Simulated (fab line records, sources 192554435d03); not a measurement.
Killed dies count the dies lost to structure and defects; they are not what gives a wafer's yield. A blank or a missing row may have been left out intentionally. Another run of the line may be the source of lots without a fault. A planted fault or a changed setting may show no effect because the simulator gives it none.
Split-lot experiment + flow n5Finfet + on a route of 1938 steps: 7 lots, 21 wafers read

THE SPLIT ITSELF
At N5_ZERO_LAYER_COAT_05 (resist thk 1000 nm), the setting spinRpm was moved away from the recipe's 1500 rpm on 6 of the 21 wafers read, by -9.5% to +7.7%. The other wafers ran this setting at the recipe's value.

The reading comes from the split's own step.

THE READING
coat_of_ZERO_LAYER_COAT_05.thkNm (the simulator's own value, which no gauge read), in nm, at N5_ZERO_LAYER_COAT_05 (resist thk 1000 nm). No usual value for it is given in the file. Across the 15 wafers here that went through the recipe, the average is 999.8 nm and the standard deviation 2.9 nm.

| wafer  | tool, chamber at the split | spinRpm as run, rpm | against the recipe | coat_of_ZERO_LAYER_COAT_05.thkNm, nm | against lot-mates on the recipe |
|--------|----------------------------|---------------------|--------------------|--------------------------------------|---------------------------------|
| L079.2 | lithoTrack-03, 0           | 1500                | recipe             | 998.2                                | -                               |
| L079.3 | lithoTrack-03, 0           | 1615                | +7.7%              | 963                                  | -33.0                           |
| L079.4 | lithoTrack-03, 0           | 1500                | recipe             | 993.8                                | -                               |
| L080.1 | lithoTrack-04, 0           | 1500                | recipe             | 997.7                                | -                               |
| L080.2 | lithoTrack-04, 0           | 1500                | recipe             | 998.4                                | -                               |
| L080.4 | lithoTrack-04, 0           | 1500                | recipe             | 999.6                                | -                               |
| L085.2 | lithoTrack-03, 0           | 1500                | recipe             | 1004                                 | -                               |
| L085.4 | lithoTrack-03, 0           | 1500                | recipe             | 1002                                 | -                               |
| L085.6 | lithoTrack-03, 0           | 1500                | recipe             | 1003                                 | -                               |
| L093.2 | lithoTrack-04, 0           | 1357                | -9.5%              | 1052                                 | +50.0                           |
| L093.3 | lithoTrack-04, 0           | 1357                | -9.5%              | 1053                                 | +51.0                           |
| L093.4 | lithoTrack-04, 0           | 1500                | recipe             | 1002                                 | -                               |
| L094.2 | lithoTrack-03, 0           | 1500                | recipe             | 1002                                 | -                               |
| L094.6 | lithoTrack-03, 0           | 1500                | recipe             | 1002                                 | -                               |
| L094.5 | lithoTrack-03, 0           | 1500                | recipe             | 998.3                                | -                               |
| L095.2 | lithoTrack-03, 0           | 1402                | -6.5%              | 1038                                 | +36.0                           |
| L095.4 | lithoTrack-03, 0           | 1402                | -6.5%              | 1038                                 | +36.0                           |
| L095.5 | lithoTrack-03, 0           | 1500                | recipe             | 1002                                 | -                               |
| L097.1 | lithoTrack-04, 0           | 1500                | recipe             | 995.1                                | -                               |
| L097.3 | lithoTrack-04, 0           | 1500                | recipe             | 998.7                                | -                               |
| L097.6 | lithoTrack-04, 0           | 1601                | +6.7%              | 967.3                                | -29.6                           |

FIT RESULTS
A straight line over all 21 wafers: coat_of_ZERO_LAYER_COAT_05.thkNm changes by -5.36 nm for each +1% of spinRpm; r = -0.99; the points scatter about the line by 3 nm.
The same after taking each lot's own level away (the mean of its wafers on the recipe; 21 wafers): -5.03 nm for each +1%; r = -1.00; scatter 2.2 nm.
The reading moves by 48 nm for the largest change in spinRpm, on that fit.
Measured against the standard deviation above, the lots' own levels, which go from 996.00 to 1003.00 nm, span 2.4 times it.
Consequently the slope shifts little with the lot-to-lot level, the two slopes agreeing.
Check: for one of the wafers moved furthest among these (-9.5%), held out of the fit, the line's prediction against its lot-mates is +48.6 nm. It came out at +50 nm against them.

ADDITIONAL SPLITS CARRIED BY THESE WAFERS
Other splits were also applied to these wafers ahead of the reading. Each is held against what the fit with the lots' levels taken away leaves over:
| other split on the same wafers | wafers away from the commonest value | r with coat_of_ZERO_LAYER_COAT_05.thkNm (lot level and that fit taken away) |
|--------------------------------|--------------------------------------|-----------------------------------------------------------------------------|
| N5_ZERO_LAYER_PECVD_02 timeS   | 6                                    | -0.04                                                                       |

THE WHOLE CHAIN: every reading that the file lists as answering this split, in the file's order
| step                   | what it does       | reading                                                                           | change (the file's fit)              | r (the file's) |
|------------------------|--------------------|-----------------------------------------------------------------------------------|--------------------------------------|----------------|
| N5_ZERO_LAYER_COAT_05  | resist thk 1000 nm | coat_of_ZERO_LAYER_COAT_05.thkNm (the simulator's own value, which no gauge read) | -4.92 nm for each +1% of the setting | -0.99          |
| N5_ZERO_LAYER_STRIP_24 | strips in O2       | stripTimeToEndpointS                                                              | withheld for each +1% of the setting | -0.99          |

THE FILE'S OWN FIT
coat_of_ZERO_LAYER_COAT_05.thkNm changes by -4.92 nm for each +1% of spinRpm, r = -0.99.
